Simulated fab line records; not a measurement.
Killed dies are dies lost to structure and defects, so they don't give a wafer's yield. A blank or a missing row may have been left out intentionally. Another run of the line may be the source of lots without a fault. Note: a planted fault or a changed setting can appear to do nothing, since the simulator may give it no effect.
Struck lot and sound lot, side by side | flow nand-harc | 14 steps out of a route of 1159
Sound: the wafers L255.2, L255.4, L255.5. Wafers L269.3, L269.4, L269.6 were the ones struck. The cause is given at the end.
Per side, at each step with rows, come the tool, then ch with its chambers, and then its first start. Under that, the readings that differ: sound wafers | struck wafers | difference of the means | sigmas: that difference in standard deviations of wafers without a fault.
alike: readings with means less than 2 such deviations apart, plus words and numbers identical on both sides. not compared: withheld readings, readings lacking a value on some wafer, bounds such as >300 that could conceal the same value, and numbers that have no deviation in the record and whose values overlap.
A row with sigmas, a row that says differs or no value, or rows on one side alone: a step with any of these is where the two part. Numbers that don't overlap but have no deviation are shown without sigmas and don't part them. Lack of a reading on every wafer of one side parts them only where that side has two or more wafers.

NHARC_P_ZERO_WELL_DESCUM_13: chemistry O2, time 3 s.
  sound on rie-diel-13 ch 0,1,3, day 2 01:17; struck on rie-diel-01 ch 0,1, day 5 13:31
  alike: drypump-motor-current-A, oes-product-au, rf-vpp-V, showerhead-plenum-p-Torr, throttle-valve-pct
  not compared: rf-hours-counter-h
NHARC_P_ZERO_WELL_ETCH_65: etches the open film in N2/H2, target depth 80 nm, overetch 24 nm, time 87.88 s.
  sound on rie-diel-13 ch 1,2, day 2 01:23; struck on rie-diel-01 ch 0,2, day 5 13:36
  alike: drypump-motor-current-A, oes-product-au, rf-vpp-V, showerhead-plenum-p-Torr, throttle-valve-pct
  not compared: rf-hours-counter-h
NHARC_P_ZERO_WELL_ETCH_62: etches the open film in CHF3/Ar, target depth 13 nm, time 6.5 s.
  sound on rie-diel-13 ch 0,2,3; struck on rie-diel-01 ch 0,1,2
  alike: drypump-motor-current-A, oes-product-au, rf-vpp-V, showerhead-plenum-p-Torr, throttle-valve-pct
  not compared: rf-hours-counter-h
NHARC_P_ZERO_WELL_ETCH_63: etches the open film in HBr/Cl2, target depth 120 nm, time 40.1 s.
  sound on rie-si-02 ch 2,3, day 2 01:33; struck on rie-si-04 ch 2,3, day 5 13:46
  alike: drypump-motor-current-A, oes-product-au, throttle-valve-pct
  not compared: rf-hours-counter-h
then, 8 steps without rows for these wafers: NHARC_P_ZERO_WELL_STRIP_15 (strips in SPM, time 900 s); NHARC_P_ZERO_WELL_DEHYDRATE_16 (time 120 s); NHARC_P_ZERO_WELL_HMDS_17 (time 30 s); NHARC_P_ZERO_WELL_COAT_18; NHARC_P_ZERO_WELL_SOFTBAKE_19 (time 95 s); NHARC_P_ZERO_WELL_EBR_20; NHARC_P_ZERO_WELL_EXPOSE_21 (exposes mask P NWELL, target cd 720 nm); NHARC_P_ZERO_WELL_PEB_22 (peb time 85 s).
NHARC_P_ZERO_WELL_DEVELOP_23: time 70 s.
  struck on litho-track-07, day 5 14:00; sound on litho-track-03 ch 0, day 2 02:00
  no value came back on the struck wafers for chill-plate-temp-C (C), exhaust-pa (Pa); on the sound wafers chill-plate-temp-C (C) reads 22.88 22.85 22.90
NHARC_P_ZERO_WELL_CD_MEAS_24: target cd 720 nm.
  sound on cd-sem-02 ch 0, day 2 02:21; struck on cd-sem-03 ch 0, day 5 14:41
  alike: cd-nm

## WHERE THEY PART
Only at NHARC_P_ZERO_WELL_DEVELOP_23, as far as this record shows. Later steps at which nothing parts them and some readings are alike: NHARC_P_ZERO_WELL_CD_MEAS_24.

WHY: what had been put in by the simulator
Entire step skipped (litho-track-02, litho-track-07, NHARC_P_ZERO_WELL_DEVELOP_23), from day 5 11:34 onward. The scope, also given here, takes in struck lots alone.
